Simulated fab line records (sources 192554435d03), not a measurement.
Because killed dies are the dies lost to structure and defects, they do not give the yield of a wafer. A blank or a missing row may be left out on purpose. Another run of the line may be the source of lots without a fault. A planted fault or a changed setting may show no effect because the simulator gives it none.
Split-lot trial ; flow n5_finfet ; route with 1938 steps; 7 lots, 39 wafers read

== ABOUT THE SPLIT ==
At N5_WELL_APT_IMPLANT_32, the setting energy_kev was moved away from the recipe's 50 on 15 of the 39 wafers read, by -14.9% to +9.8%. For the rest of the wafers, this setting stayed at what the recipe calls for.

The split's own step is where the reading is taken.

== THE READING ==
implant.drp_nm (the simulator's own value, which no gauge read), in nm, at N5_WELL_APT_IMPLANT_32. The file does not state a usual value for it.

wafer;tool, chamber at the split;energy_kev as run;against the recipe;implant.drp_nm, nm;against lot-mates on the recipe
L075.1;implanter-02, 0;50;recipe;18.55;-
L075.5;implanter-02, 0;50;recipe;18.55;-
L075.6;implanter-02, 0;50;recipe;18.55;-
L075.2;implanter-02, 0;52.19;+4.4%;19.14;+0.59
L075.3;implanter-02, 0;52.19;+4.4%;19.14;+0.59
L075.4;implanter-02, 0;52.19;+4.4%;19.14;+0.59
L081.1;implanter-01, 0;50;recipe;18.55;-
L081.3;implanter-01, 0;50;recipe;18.55;-
L081.6;implanter-01, 0;50;recipe;18.55;-
L081.2;implanter-01, 0;52.92;+5.8%;19.33;+0.78
L081.4;implanter-01, 0;52.92;+5.8%;19.33;+0.78
L081.5;implanter-01, 0;52.92;+5.8%;19.33;+0.78
L082.1;implanter-02, 0;50;recipe;18.55;-
L082.2;implanter-02, 0;50;recipe;18.55;-
L082.5;implanter-02, 0;50;recipe;18.55;-
L082.3;implanter-02, 0;54.89;+9.8%;19.86;+1.31
L082.4;implanter-02, 0;54.89;+9.8%;19.86;+1.31
L082.6;implanter-02, 0;54.89;+9.8%;19.86;+1.31
L088.2;implanter-01, 0;50;recipe;18.55;-
L088.4;implanter-01, 0;50;recipe;18.55;-
L088.6;implanter-01, 0;50;recipe;18.55;-
L091.1;implanter-01, 0;50;recipe;18.55;-
L091.3;implanter-01, 0;50;recipe;18.55;-
L091.6;implanter-01, 0;50;recipe;18.55;-
L091.2;implanter-01, 0;42.57;-14.9%;16.57;-1.98
L091.4;implanter-01, 0;42.57;-14.9%;16.57;-1.98
L091.5;implanter-01, 0;42.57;-14.9%;16.57;-1.98
L093.1;implanter-02, 0;50;recipe;18.55;-
L093.5;implanter-02, 0;50;recipe;18.55;-
L093.6;implanter-02, 0;50;recipe;18.55;-
L093.2;implanter-02, 0;42.57;-14.9%;16.57;-1.98
L093.3;implanter-02, 0;42.57;-14.9%;16.57;-1.98
L093.4;implanter-02, 0;42.57;-14.9%;16.57;-1.98
L095.1;implanter-01, 0;50;recipe;18.55;-
L095.2;implanter-01, 0;50;recipe;18.55;-
L095.3;implanter-01, 0;50;recipe;18.55;-
L095.4;implanter-01, 0;50;recipe;18.55;-
L095.5;implanter-01, 0;50;recipe;18.55;-
L095.6;implanter-01, 0;50;recipe;18.55;-

FIT RESULTS
A straight line over all 39 wafers: implant.drp_nm changes by +0.133 nm for each +1% of energy_kev; r = +1.00; the points scatter about the line by 0.002 nm.
The same after taking each lot's own level away (the mean of its wafers on the recipe; 39 wafers): +0.133 nm for each +1%; r = +1.00; scatter 0.002 nm.
Per that fit: largest energy_kev move, reading shift of 2 nm.
The lots' own levels span 18.550 to 18.550 nm.
The two slopes are in agreement: the lot-to-lot level therefore moves the slope only a little.
Check: with one of the wafers moved furthest among these (-14.9%) left out of the fit, the line predicts -1.98 nm for it against its lot-mates. Against them it came out at -1.98 nm.

== THE WHOLE CHAIN: every reading that the file lists as answering this split, in the file's order ==
step;what it does;reading;change (the file's fit);r (the file's)
N5_WELL_APT_IMPLANT_32;;implant.rp_nm (the simulator's own value, which no gauge read);+0.357 nm for each +1% of the setting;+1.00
N5_WELL_APT_IMPLANT_32;;implant.drp_nm (the simulator's own value, which no gauge read);+0.134 nm for each +1% of the setting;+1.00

== THE FILE'S OWN FIT ==
implant.drp_nm changes by +0.134 nm for each +1% of energy_kev, r = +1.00.
